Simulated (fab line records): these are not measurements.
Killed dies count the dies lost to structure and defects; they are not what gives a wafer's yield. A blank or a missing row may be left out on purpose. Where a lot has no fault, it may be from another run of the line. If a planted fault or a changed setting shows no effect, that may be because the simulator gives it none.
Matching of chambers    flow nand-harc    NHARC_P_GATE_DESCUM_31 on rie-diel-08 has 4 sister chambers
The step chemistry O2, time 3 s. 4 wafers are shown with their chamber, then 9 later ones without.

== WAFERS PAIRED WITH THEIR CHAMBERS ==
wafer   chamber  showerhead-plenum-p-Torr (Torr)
L083.5  1        1.81
L093.6  2        1.78
L092.2  3        1.89
L092.6  0        1.80

== WAFERS WHOSE CHAMBER IS MISSING ==
wafer   showerhead-plenum-p-Torr (Torr)
L094.1  1.80
L094.3  1.80
L094.6  1.80
L097.1  1.89
L097.2  1.77
L097.3  1.80
L097.4  1.80
L097.5  1.80
L097.6  1.89

== WHICH CHAMBER EACH WENT THROUGH ==
wafer    from the rows above   in truth
L094.1   0                     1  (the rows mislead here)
L094.3   0                     0
L094.6   0                     0
L097.1   3                     3
L097.2   2                     2
L097.3   0                     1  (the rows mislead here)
L097.4   0                     0
L097.5   0                     0
L097.6   3                     3
Correctly placed: 7 of 9. Number that these rows cannot place: 0. Wrongly placed: 2.
How it was worked out, from the rows above alone: a wafer's distance from a chamber is the root of the sum, over the readings, of the square of ((its reading less the chamber's mean) divided by the reading's scatter). The wafer belongs to the nearest chamber; if the next one is less than 2 further off, it can't be placed. The mean given for a chamber averages the wafers shown for that chamber. The scatter: with one shown wafer a chamber, the root of the mean of the squares of how far each hidden wafer lies from its nearest shown one.
